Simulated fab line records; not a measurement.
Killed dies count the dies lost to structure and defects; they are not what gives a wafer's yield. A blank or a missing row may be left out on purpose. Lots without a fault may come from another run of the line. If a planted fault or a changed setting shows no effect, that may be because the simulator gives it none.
fab line records | flow n5-finfet
record lots=7 wafers=39
route steps=1938 shown ZERO_LAYER@11 DUMMY_GATE@220 SDB@373 HKMG_FIN@457 BEOL_M2@882 BEOL_M5@1160
start-h: hours from the record's opening day to when the first of the lot's shown wafers began | wait-h: hours from the lot's prior step to this one | " identical to the entry in the row above | L1.1+2: several wafers, shown together as one row | - no value present, or no start provided | * or withheld: withheld | < > ~ a bound
route shown NAME@n: a module of which the file shows steps, and the number in the route of the first | usual: mean and standard deviation over wafers with no fault | same: alike in all rows | chamber/n: place in a boat | sites: readings site by site | _std_site: the standard deviation of these | _edge_site: the outer-site mean with the inner-site mean subtracted | radius-mm: for every site, how far away it sits from the centre of the wafer | mask NAME#n: copy n | behind: the most recent tool/chamber to have shaped the wafer | hold: reason for holding the lot/hours on hold/outcome of the hold | device: whichever transistor did not switch (one of n, p or np) | end of line: tests of these same wafers at the route's end | where a step has no rows: the recipe by itself | killed: dies lost to structure and defects at the first sort, not the wafer's yield | map: a wafer's dies, marking killed ones x, the rest . and places with no die _
set.NAME: the setting the step ran with; set.NAME@STEP: the setting that earlier step ran with | model.NAME: the simulator's own value behind a step, which no gauge read
lots where settings were altered on purpose, with a table for each step and a row for each wafer
## steps
# step N5_ZERO_LAYER_DEVELOP_10
# recipe develop-time-s=60 rinse-liquid=diw dry=air-spin dev-temp-c=21
# columns lot.wafer tool chamber start-h wait-h set.develop-time-s
L075.1+2+3+4+5+6 litho-track-03 0 - - 60
L076.1+2+6 litho-track-01 0 - - 60
L078.1+2+3 litho-track-03 0 - - 28.71
L078.4+5+6 " 0 " " 60
L079.1+3+6 litho-track-02 0 - - 47.53
L079.2+4+5 " 0 " " 60
L088.1+4+5 litho-track-03 0 - - 89.88
L088.2+3+6 " 0 " " 60
L089.1+3+5 litho-track-03 0 - - 81.75
L089.2+4+6 " 0 " " 60
L093.1+4+6 litho-track-01 0 - - 60
L093.2+3+5 " 0 " " 70.99
# step N5_ZERO_LAYER_HARDBAKE_23
# recipe temp-c=130 time-s=120
# step N5_ZERO_LAYER_CD_MEAS_11
# recipe target-cd-nm=2000 landing-energy-ev=500 detector=se-inlens
# usual cd-nm=2000.1/1.7
# columns lot.wafer tool chamber start-h wait-h set.develop-time-s@ZERO_LAYER_DEVELOP_10 cd-nm
L075.1 cd-sem-03 0 18.64 - 60 1999.6
L075.2 " 0 " " 60 1999.5
L075.3 " 0 " " 60 1999.8
L075.4 " 0 " " 60 2001.4
L075.5 " 0 " " 60 1999.8
L075.6 " 0 " " 60 2002.2
L076.1 cd-sem-02 0 24.64 - 60 1999.8
L076.2 " 0 " " 60 1998.9
L076.6 " 0 " " 60 1997.6
L078.1 cd-sem-03 0 36.66 - 28.71 1983.4
L078.2 " 0 " " 28.71 1984.6
L078.3 " 0 " " 28.71 1984.0
L078.4 " 0 " " 60 1998.2
L078.5 " 0 " " 60 1999.8
L078.6 " 0 " " 60 2000.5
L079.1 cd-sem-01 0 42.79 - 47.53 1996.5
L079.2 " 0 " " 60 2000.8
L079.3 " 0 " " 47.53 1994.2
L079.4 " 0 " " 60 1999.2
L079.5 " 0 " " 60 1999.0
L079.6 " 0 " " 47.53 1994.0
L088.1 cd-sem-01 0 96.64 - 89.88 2011.1
L088.2 " 0 " " 60 2002.3
L088.3 " 0 " " 60 2002.2
L088.4 " 0 " " 89.88 2010.7
L088.5 " 0 " " 89.88 2010.4
L088.6 " 0 " " 60 1999.8
L089.1 cd-sem-01 0 102.77 - 81.75 2006.5
L089.2 " 0 " " 60 1997.8
L089.3 " 0 " " 81.75 2004.5
L089.4 " 0 " " 60 2001.2
L089.5 " 0 " " 81.75 2007.0
L089.6 " 0 " " 60 2000.1
L093.1 cd-sem-02 0 126.77 - 60 1996.8
L093.2 " 0 " " 70.99 2004.1
L093.3 " 0 " " 70.99 2002.1
L093.4 " 0 " " 60 2000.7
L093.5 " 0 " " 70.99 2001.7
L093.6 " 0 " " 60 2001.3
# step N5_ZERO_LAYER_DESCUM_16
# recipe chemistry=O2 time-s=7.9 source-power-w=50 bias-power-w=20 pressure-mtorr=20 rf-frequency-hz=2.712e+07 temp-c=40 o2-flow-sccm=225
# columns lot.wafer tool chamber start-h wait-h set.develop-time-s@ZERO_LAYER_DEVELOP_10 model.ZERO_LAYER.cd-nm
L075.1+2+5 rie-diel-04 2,1,1 18.87 0.2 60 2000
L075.3 " 0 " " 60 1999
L075.4 " 0 " " 60 2001
L075.6 " 2 " " 60 2002
L076.1 rie-diel-02 0 24.68 0.0 60 2000
L076.2 " 3 " " 60 1999
L076.6 " 0 " " 60 1998
L078.1 rie-diel-02 2 36.70 0.0 28.71 1983
L078.2 " 0 " " 28.71 1985
L078.3 " 1 " " 28.71 1984
L078.4 " 3 " " 60 1998
L078.5+6 " 2,1 " " 60 2000
L079.1 rie-diel-02 0 42.83 0.0 47.53 1996
L079.2 " 1 " " 60 2001
L079.3+6 " 2,3 " " 47.53 1994
L079.4+5 " 3,0 " " 60 1999
L088.1 rie-diel-04 3 96.78 0.1 89.88 2011
L088.2+3 " 0,1 " " 60 2002
L088.4+5 " 2 " " 89.88 2010
L088.6 " 3 " " 60 2000
L089.1+5 rie-diel-06 3,0 102.81 0.0 81.75 2007
L089.2 " 0 " " 60 1998
L089.3 " 1 " " 81.75 2005
L089.4 " 2 " " 60 2001
L089.6 " 1 " " 60 2000
L093.1 rie-diel-04 3 126.81 0.0 60 1997
L093.2 " 0 " " 70.99 2004
L093.3+5 " 1,2 " " 70.99 2002
L093.4+6 " 2,1 " " 60 2001
# step N5_DUMMY_GATE_HM_DEP_06
# recipe material=SiNx target-thk-a=800 precursor=DCS/NH3 temp-c=700 pressure-mtorr=300 time-s=5141
# columns lot.wafer tool chamber start-h wait-h set.time-s model.SiNx_of_DUMMY_GATE_HM_DEP_06.thk-nm
L075.1 - - - 0.0 2315 37.2
L075.2 " - " " 2315 36.6
L075.3+6 " - " " 2315 37
L075.4+5 " - " " 2315 36.8
L076.1 lpcvd-01 0/15 55.88 0.0 5141 78.8
L076.2 " 0/20 " " 5141 79.2
L076.6 " 0/39 " " 5141 79.4
L078.1+6 - - - 0.0 7532 116.2
L078.2 " - " " 7532 117
L078.3 " - " " 7532 116.8
L078.4 " - " " 7532 116
L078.5 " - " " 7532 115.6
L079.1 - - - 0.0 6412 98.8
L079.2 " - " " 6412 99
L079.3 " - " " 6412 100
L079.4 " - " " 6412 99.6
L079.5+6 " - " " 6412 100.2
L088.1 - - - 0.0 3862 61.8
L088.2 " - " " 3862 61.2
L088.3+5 " - " " 3862 61.6
L088.4 " - " " 3862 61.4
L088.6 " - " " 3862 60.8
L089.1 - - - 0.0 8037 125.6
L089.2 " - " " 8037 125.4
L089.3+4+5 " - " " 8037 126.2
L089.6 " - " " 8037 125.8
L093.1+2+6 - - - 0.0 6495 100.8
L093.3 " - " " 6495 101.4
L093.4 " - " " 6495 101
L093.5 " - " " 6495 101.2
# step N5_SDB_ALD_29
# recipe material=SiNx target-thk-a=300 temp-c=400 ald-precursor-family=SiH2I2 ald-co-reactant=N2/H2-plasma pulse-time-s=1 ald-cycles=600 purge-time-s=2 co-reactant-purge-time-s=2 pressure-torr=2
# columns lot.wafer tool chamber start-h wait-h set.ald-cycles model.SiNx_of_SDB_ALD_29.thk-nm
L075.1+6 ald-sin-02 2,1 71.21 0.0 600 30
L075.2+3+4 " 0,3,1 " " 944 47.4
L075.5 " 2 72.57 1.4 600 30.2
L076.1 ald-sin-01 3 80.51 0.0 600 30
L076.2+6 " 1,2 " " 600 30.2
L078.1+3+5 ald-sin-03 2,3,3 94.94 0.3 600 30.2
L078.2+4 " 1,0 " " 338 17.2
L078.6 " 0 96.30 1.7 338 17
L079.1+3+5 ald-sin-01 0,2,2 98.72 3.3 600 30
L079.2+4+6 " 1,3,1 " " 600 29.8
L088.1+2+5 ald-sin-01 2,1,0 154.14 0.7 600 30
L088.3+6 " 3 " " 352 17.6
L088.4 " 0 " " 352 17.8
L089.1 ald-sin-01 2 160.03 0.0 600 30.2
L089.2+4 " 0,1 " " 600 30
L089.3+5 " 3,0 " " 372 18.8
L089.6 " 1 161.38 1.4 372 18.6
L093.1 ald-sin-02 3 183.61 0.4 252 12.4
L093.2+3 " 1,2 " " 252 12.6
L093.4 " 0 " " 600 30.2
L093.5+6 " 2,1 184.96 1.8 600 30
# step N5_SDB_CMP_30
# recipe stop-on=poly-Si t-overpolish-s=1.54 post-cmp-clean=alkaline-brush down-force-psi=4.1491 platen-rpm=51.796 pad-velocity-m-s=1.0306 target-thk-nm=30
# columns lot.wafer tool chamber start-h wait-h set.ald-cycles@SDB_ALD_29 model.SiNx_of_SDB_ALD_29.thk-nm
L075.2+4 cmp-03 0,3 73.95 1.4 944 28.4
L075.3 " 1 " " 944 29.2
L075.1+6 " 2,0 " " 600 30
L075.5 " 1 " " 600 30.2
L076.1 cmp-01 0 83.25 1.4 600 30
L076.2+6 " 3,1 " " 600 30.2
L078.1+3+5 cmp-03 3,1,3 97.68 1.4 600 30.2
L078.4+2 " 0,2 " " 338 17.2
L078.6 " 0 " " 338 17
L079.3+1+5 cmp-04 3,0,0 101.46 1.4 600 30
L079.2+4+6 " 1,2,3 " " 600 29.8
L088.4 cmp-04 2 156.88 1.4 352 17.8
L088.3+6 " 3,2 " " 352 17.6
L088.2+1+5 " 0,1,3 " " 600 30
L089.3+5 cmp-03 0 162.80 1.4 372 18.8
L089.1 " 1 " " 600 30.2
L089.2+4 " 2,3 " " 600 30
L089.6 " 1 " " 372 18.6
L093.4 cmp-01 3 186.34 1.4 600 30.2
L093.1 " 0 " " 252 12.4
L093.2+3 " 1,2 " " 252 12.6
L093.5+6 " 3,0 " " 600 30
# step N5_HKMG_FIN_ALD_72
# recipe material=W target-thk-a=20 temp-c=300 pressure-torr=7.5 ald-precursor-family=WF6 ald-co-reactant=B2H6 pulse-time-s=1 purge-time-s=2 co-reactant-purge-time-s=2 co-reactant-pulse-time-s=3 ald-cycles=7
# columns lot.wafer tool chamber start-h wait-h set.ald-cycles model.W_of_HKMG_FIN_ALD_72.thk-nm
L075.1+2+3+4+5+6 cvd-w-02 1,0,1,0,0,1 83.17 0.2 7 2
L076.1 cvd-w-01 1 92.67 0.2 7 1.8
L076.2+6 " 0,1 " " 7 2
L078.1+2 cvd-w-02 0,1 107.38 0.2 5 1.4
L078.3 " 0 " " 7 1.8
L078.4+6 " 1,0 " " 7 2
L078.5 " 1 " " 5 1.6
L079.1+4+6 cvd-w-02 1,0,1 111.33 0.2 7 2
L079.2+3+5 " 0,1,0 " " 11 3.2
L088.1+4 cvd-w-02 1,0 166.03 0.2 7 2
L088.2 " 0 " " 7 1.8
L088.3 " 1 " " 10 3
L088.5+6 " 0,1 " " 10 2.8
L089.1+2+3+4+5+6 cvd-w-02 1,0,0,1,1,0 171.73 0.2 7 2
L093.1+4 cvd-w-02 0,1 195.56 0.2 7 1.8
L093.2+3+5+6 " 1,0,0,1 " " 7 2
# step N5_BEOL_M2_ALD_98
# recipe material=SiO2 target-thk-a=25 temp-c=100 ald-precursor-family=BDEAS ald-co-reactant=O2-plasma pulse-time-s=1 co-reactant-pulse-time-s=1 purge-time-s=2 co-reactant-purge-time-s=2 ald-cycles=17 pressure-torr=2
# columns lot.wafer tool chamber start-h wait-h set.ald-cycles model.SiO2_of_BEOL_M2_ALD_98.thk-nm
L075.1+3+5 ald-sin-02 1,2,2 154.74 0.1 7 1
L075.2+4+6 " 3,0,1 " " 17 2.4
L076.1+2+6 ald-sin-02 0,2,0 156.09 0.2 17 2.4
L078.1+2 ald-sin-02 3,2 161.66 0.8 17 2.4
L078.3+4+5 " 0,1,0 " " 14 2
L078.6 " 3 " " 17 2.6
L079.1+2+3 ald-sin-01 3,1,0 167.60 0.9 9 1.4
L079.4+5 " 2,3 " " 17 2.6
L079.6 " 2 " " 17 2.4
L088.1+2+3+4+5+6 ald-sin-02 2,3,1,0,0,1 221.13 0.1 17 2.4
L089.1+5 ald-sin-04 0 224.76 0.1 17 2.4
L089.2 " 3 " " 17 2.6
L089.3+4+6 " 1,2,3 " " 23 3.4
L093.1+5+6 ald-sin-02 1,3,2 246.00 0.1 8 1.2
L093.2+4 " 2,3 " " 17 2.4
L093.3 " 0 " " 17 2.6
# step N5_BEOL_M5_TRENCH_ETCH_37
# recipe chemistry=C4F6/O2 target-depth-a=716.52 target=SiCOH_lowk time-s=24.7 ion-energy-ev=250 pressure-mtorr=30 source-w=345 bias-w=185 Ar_flow_sccm=300 C4F6_flow_sccm=10 O2_flow_sccm=10
# columns lot.wafer tool chamber start-h wait-h set.time-s model.etch.depth-nm model.BEOL_M5.feature-depth-nm model.TiN_of_BEOL_M5_HM_DEP_02.thk-nm
L075.1 rie-diel-02 2 - - 24.7 71.45 71.4 17.8
L075.2 " 1 " " 24.7 71.17 71.2 17.8
L075.3 " 0 " " 24.7 70.28 70.2 18
L075.4 " 3 " " 24.7 69.55 69.6 18
L075.5 " 0 " " 24.7 70.9 70.8 17.8
L075.6 " 1 " " 24.7 72.28 72.2 17.8
L076.1 rie-diel-04 2 - - 24.7 73.32 73.4 18
L076.2 " 1 " " 24.7 73.84 73.8 18
L076.6 " 3 " " 24.7 72.37 72.4 18.2
L078.1 rie-diel-02 2 - - 32.62 94.96 95 17.2
L078.2 " 1 " " 24.7 71.63 71.6 17.8
L078.3 " 3 " " 24.7 69.51 69.6 18
L078.4 " 0 " " 32.62 93.15 93.2 17.4
L078.5 " 3 " " 32.62 91.34 91.4 17.4
L078.6 " 0 " " 24.7 70.07 70 18
L079.1 rie-diel-06 0 - - 24.7 70.6 70.6 17.8
L079.2 " 2 " " 24.7 71.91 72 17.8
L079.3 " 3 " " 10.26 29.33 29.4 19.2
L079.4+5 " 1,0 " " 10.26 29.15 29.2 19.2
L079.6 " 1 " " 24.7 70.7 70.8 17.8
L088.1 rie-diel-04 0 - - 30.56 88.34 88.4 17.2
L088.2 " 2 " " 24.7 73.15 73.2 17.4
L088.3 " 1 " " 24.7 73.2 73.2 17.8
L088.4 " 0 " " 24.7 71.08 71 17.6
L088.5 " 2 " " 30.56 89.78 89.8 17.2
L088.6 " 1 " " 30.56 90.72 90.8 17.2
L089.1 rie-diel-06 1 - - 13.65 41.07 41 18.8
L089.2 " 0 " " 13.65 40.17 40.2 19
L089.3 " 3 " " 24.7 71.29 71.2 18
L089.4 " 2 " " 24.7 71.75 71.8 18
L089.5 " 1 " " 24.7 74.24 74.2 17.8
L089.6 " 2 " " 13.65 39.78 39.8 19
L093.1 rie-diel-02 0 - - 24.7 69.75 69.8 18
L093.2 " 1 " " 24.7 71.42 71.4 18
L093.3 " 2 " " 24.7 70.87 70.8 18
L093.4 " 0 " " 24.7 69.66 69.6 18
L093.5 " 2 " " 24.7 71.74 71.8 18
L093.6 " 1 " " 24.7 71.06 71 17.8
# step N5_BEOL_M5_ETCH_41
# recipe chemistry=CH3F/O2 target=SiCN target-depth-a=315 taper-deg=2 time-s=56.7 ion-energy-ev=120 mask-material=TiN pressure-mtorr=30 source-w=395 bias-w=75 Ar_flow_sccm=150 CH3F_flow_sccm=30 O2_flow_sccm=20
# step N5_BEOL_M5_STRIP_91
# recipe chemistry=N2/H2 time-s=10 power-w=450 temp-c=40 pressure-mtorr=20 rf-frequency-hz=6e+07 bias-power-w=7 n2-flow-sccm=200 h2-flow-sccm=200
# step N5_BEOL_M5_OCD_MEAS_38
# usual trench-depth-nm=71.8/1.4
# columns lot.wafer tool chamber start-h wait-h set.time-s@BEOL_M5_TRENCH_ETCH_37 trench-depth-nm
L075.1 ocd-02 - 188.06 - 24.7 71.1
L075.2 " - " " 24.7 71.3
L075.3 " - " " 24.7 70.1
L075.4 " - " " 24.7 69.6
L075.5 " - " " 24.7 70.9
L075.6 " - " " 24.7 72.6
L076.1 ocd-02 - 190.52 - 24.7 72.8
L076.2 " - " " 24.7 74.1
L076.6 " - " " 24.7 72.4
L078.1 ocd-01 - 197.23 - 32.62 94.6
L078.2 " - " " 24.7 71.6
L078.3 " - " " 24.7 70.2
L078.4 " - " " 32.62 93.2
L078.5 " - " " 32.62 91.2
L078.6 " - " " 24.7 70.2
L079.1 ocd-02 - 200.94 - 24.7 70.3
L079.2 " - " " 24.7 72.0
L079.3 " - " " 10.26 28.9
L079.4 " - " " 10.26 29.3
L079.5 " - " " 10.26 29.3
L079.6 " - " " 24.7 70.2
L088.1 ocd-02 - 258.95 - 30.56 88.4
L088.2 " - " " 24.7 73.9
L088.3 " - " " 24.7 72.8
L088.4 " - " " 24.7 71.2
L088.5 " - " " 30.56 89.8
L088.6 " - " " 30.56 90.9
L089.1 ocd-02 - 261.76 - 13.65 41.2
L089.2 " - " " 13.65 40.4
L089.3 " - " " 24.7 71.7
L089.4 " - " " 24.7 71.8
L089.5 " - " " 24.7 73.9
L089.6 " - " " 13.65 40.2
L093.1 ocd-02 - 290.66 - 24.7 69.6
L093.2 " - " " 24.7 71.0
L093.3 " - " " 24.7 71.3
L093.4 " - " " 24.7 69.3
L093.5 " - " " 24.7 72.0
L093.6 " - " " 24.7 71.1
# step N5_BEOL_M5_SPUTTER_83
# recipe material=Cu target-thk-a=150 temp-c=-20 chamber-pressure-pa=0.07 power-w=withheld time-s=27.62
# columns lot.wafer tool chamber start-h wait-h set.time-s
L075.1+3+6 pvd-sputter-01 - 191.99 0.5 20.84
L075.2+4+5 " - " " 27.62
L076.1+2+6 pvd-sputter-03 - 194.85 0.5 27.62
L078.1+2+3+4+5+6 pvd-sputter-03 - 202.44 0.5 27.62
L079.1+2+5 pvd-sputter-02 - 205.10 0.5 27.62
L079.3+4+6 " - " " 21.43
L088.1+3+4 pvd-sputter-03 - 264.28 0.5 27.62
L088.2+5+6 " - " " 33.47
L089.1+2+3+4+5+6 pvd-sputter-01 - 265.42 0.5 27.62
L093.1+2+3+4+5+6 pvd-sputter-01 - 295.51 0.5 27.62
# step N5_BEOL_M5_ANNEAL_84
# recipe temp-c=400 time-s=1800 ambient=vacuum
# step N5_BEOL_M5_SPUTTER_88
# recipe material=Cu target-thk-a=150 temp-c=-20 chamber-pressure-pa=0.07 power-w=withheld time-s=27.62
# step N5_BEOL_M5_ECD_50
# recipe material=Cu target-thk-a=3000
# step N5_BEOL_M5_ANNEAL_51
# recipe temp-c=225 time-s=90 ambient=N2
# step N5_BEOL_M5_CMP_52
# recipe stop-on=SiCOH_lowk t-overpolish-s=6.9 down-force-psi=1 platen-rpm=50 clearing-platen-down-force-psi=1.5 clearing-platen-rpm=50 post-cmp-clean=cu-alkaline target-thk-nm=62 clearing-platen-pad-velocity-m-s=0.99484 pad-velocity-m-s=0.99484
# columns lot.wafer tool chamber start-h wait-h set.time-s@BEOL_M5_TRENCH_ETCH_37 model.Cu_of_BEOL_M5_ECD_50.thk-nm
L075.3+1+6 cmp-03 2,0,3 194.66 0.2 24.7 -
L075.4 " 3 " " 24.7 61.4
L075.2 " 1 " " 24.7 62
L075.5 " 2 " " 24.7 61.8
L076.2 cmp-02 2 197.60 0.2 24.7 64
L076.1 " 3 " " 24.7 63.6
L076.6 " 2 " " 24.7 63.4
L078.3 cmp-02 2 205.12 0.2 24.7 60.8
L078.1 " 3 " " 32.62 86.2
L078.4 " 0 " " 32.62 85.2
L078.2 " 1 " " 24.7 64
L078.6 " 2 " " 24.7 61.6
L078.5 " 3 " " 32.62 83.8
L079.1 cmp-01 2 208.29 0.3 24.7 60
L079.3+4 " 3,0 " " 10.26 -
L079.2 " 1 " " 24.7 62.6
L079.6 " 2 " " 24.7 -
L079.5 " 3 " " 10.26 19.6
L088.3 cmp-03 1 266.96 0.2 24.7 64.4
L088.1 " 2 " " 30.56 79
L088.4 " 3 " " 24.7 61
L088.2 " 0 " " 24.7 -
L088.5+6 " 1,2 " " 30.56 -
L089.4 cmp-03 2 268.10 0.1 24.7 62.6
L089.1 " 3 " " 13.65 31.2
L089.2 " 0 " " 13.65 30.4
L089.3 " 1 " " 24.7 61.4
L089.6 " 2 " " 13.65 30
L089.5 " 3 " " 24.7 64.2
L093.2 cmp-03 3 298.19 0.2 24.7 61.8
L093.3 " 0 " " 24.7 61
L093.1+4+6 " 1,2,0 " " 24.7 60
L093.5 " 3 " " 24.7 60.2
# step N5_BEOL_M5_PRE_CLEAN_77
# recipe gas=NH3/H2 time-s=15 temp-c=* rf-power-w=300
# step N5_BEOL_M5_PRE_CLEAN_55
# recipe gas=NH3 time-s=15 temp-c=withheld rf-power-w=300
# step N5_BEOL_M5_DEP_56
# recipe material=SiCN target-thk-a=80 temp-c=withheld precursor=3MS/NH3 pressure-torr=3 rf-w=202 time-s=14
# step N5_BEOL_M5_RS_MEAS_57
# recipe thk-meas-gauge=four-point-probe reads=Co_of_BEOL_M5_CO_CAP_78+Cu_of_BEOL_M5_ECD_50+Co_of_BEOL_M5_CVD_47+TaN_of_BEOL_M5_ALD_86
# usual M5_RS=0.389/0.013
# columns lot.wafer tool chamber start-h wait-h set.time-s@BEOL_M5_TRENCH_ETCH_37 M5_RS[ohm/sq]
L075.1 film-metro-02 - 195.22 0.0 24.7 0.381
L075.2 " - " " 24.7 0.387
L075.3 " - " " 24.7 0.390
L075.4 " - " " 24.7 0.391
L075.5 " - " " 24.7 0.388
L075.6 " - " " 24.7 0.377
L076.1 film-metro-02 - 198.32 0.0 24.7 0.375
L076.2 " - " " 24.7 0.372
L076.6 " - " " 24.7 0.377
L078.1 film-metro-01 - 205.67 0.0 32.62 0.261
L078.2 " - " " 24.7 0.373
L078.3 " - " " 24.7 0.396
L078.4 " - " " 32.62 0.264
L078.5 " - " " 32.62 0.270
L078.6 " - " " 24.7 0.389
L079.1 film-metro-01 - 208.84 0.0 24.7 0.402
L079.2 " - " " 24.7 0.381
L079.3 " - " " 10.26 1.973
L079.4 " - " " 10.26 1.911
L079.5 " - " " 10.26 1.746
L079.6 " - " " 24.7 0.400
L088.1 film-metro-01 - 267.51 0.0 30.56 0.289
L088.2 " - " " 24.7 0.373
L088.3 " - " " 24.7 0.370
L088.4 " - " " 24.7 0.396
L088.5 " - " " 30.56 0.286
L088.6 " - " " 30.56 0.274
L089.1 film-metro-02 - 268.65 0.0 13.65 0.927
L089.2 " - " " 13.65 0.957
L089.3 " - " " 24.7 0.392
L089.4 " - " " 24.7 0.384
L089.5 " - " " 24.7 0.370
L089.6 " - " " 13.65 0.973
L093.1 film-metro-02 - 298.74 0.0 24.7 0.403
L093.2 " - " " 24.7 0.388
L093.3 " - " " 24.7 0.396
L093.4 " - " " 24.7 0.402
L093.5 " - " " 24.7 0.402
L093.6 " - " " 24.7 0.402
## key
split step=N5_ZERO_LAYER_DEVELOP_10 setting=develop-time-s stated=60 by=wafer
response step=N5_ZERO_LAYER_CD_MEAS_11 reading=cd-nm change=+0.227 per=1% r=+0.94
response step=N5_ZERO_LAYER_DESCUM_16 reading=model.ZERO_LAYER.cd-nm change=+0.228 per=1% r=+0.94
split step=N5_DUMMY_GATE_HM_DEP_06 setting=time-s stated=5141 by=lot
response step=N5_DUMMY_GATE_HM_DEP_06 reading=model.SiNx_of_DUMMY_GATE_HM_DEP_06.thk-nm change=+0.79 per=1% r=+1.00
split step=N5_SDB_ALD_29 setting=ald-cycles stated=600 by=wafer
response step=N5_SDB_ALD_29 reading=model.SiNx_of_SDB_ALD_29.thk-nm change=+0.301 per=1% r=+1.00
response step=N5_SDB_CMP_30 reading=model.SiNx_of_SDB_ALD_29.thk-nm shape=bent at-lowest=12.53 at-stated=30.04 at-highest=28.67
split step=N5_HKMG_FIN_ALD_72 setting=ald-cycles stated=7 by=wafer
response step=N5_HKMG_FIN_ALD_72 reading=model.W_of_HKMG_FIN_ALD_72.thk-nm change=+0.0206 per=1% r=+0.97
split step=N5_BEOL_M2_ALD_98 setting=ald-cycles stated=17 by=wafer
response step=N5_BEOL_M2_ALD_98 reading=model.SiO2_of_BEOL_M2_ALD_98.thk-nm change=+0.0243 per=1% r=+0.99
split step=N5_BEOL_M5_TRENCH_ETCH_37 setting=time-s stated=24.7 by=wafer
response step=N5_BEOL_M5_TRENCH_ETCH_37 reading=model.etch.depth-nm change=+0.716 per=1% r=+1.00
response step=N5_BEOL_M5_TRENCH_ETCH_37 reading=model.BEOL_M5.feature-depth-nm change=+0.716 per=1% r=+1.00
response step=N5_BEOL_M5_TRENCH_ETCH_37 reading=model.TiN_of_BEOL_M5_HM_DEP_02.thk-nm change=-0.0222 per=1% r=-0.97
response step=N5_BEOL_M5_OCD_MEAS_38 reading=trench-depth-nm change=+0.711 per=1% r=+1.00
response step=N5_BEOL_M5_CMP_52 reading=model.Cu_of_BEOL_M5_ECD_50.thk-nm change=+0.715 per=1% r=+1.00
response step=N5_BEOL_M5_RS_MEAS_57 reading=M5_RS change=-0.0169 per=1% r=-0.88
split step=N5_BEOL_M5_SPUTTER_83 setting=time-s stated=27.62 by=wafer
response none clear
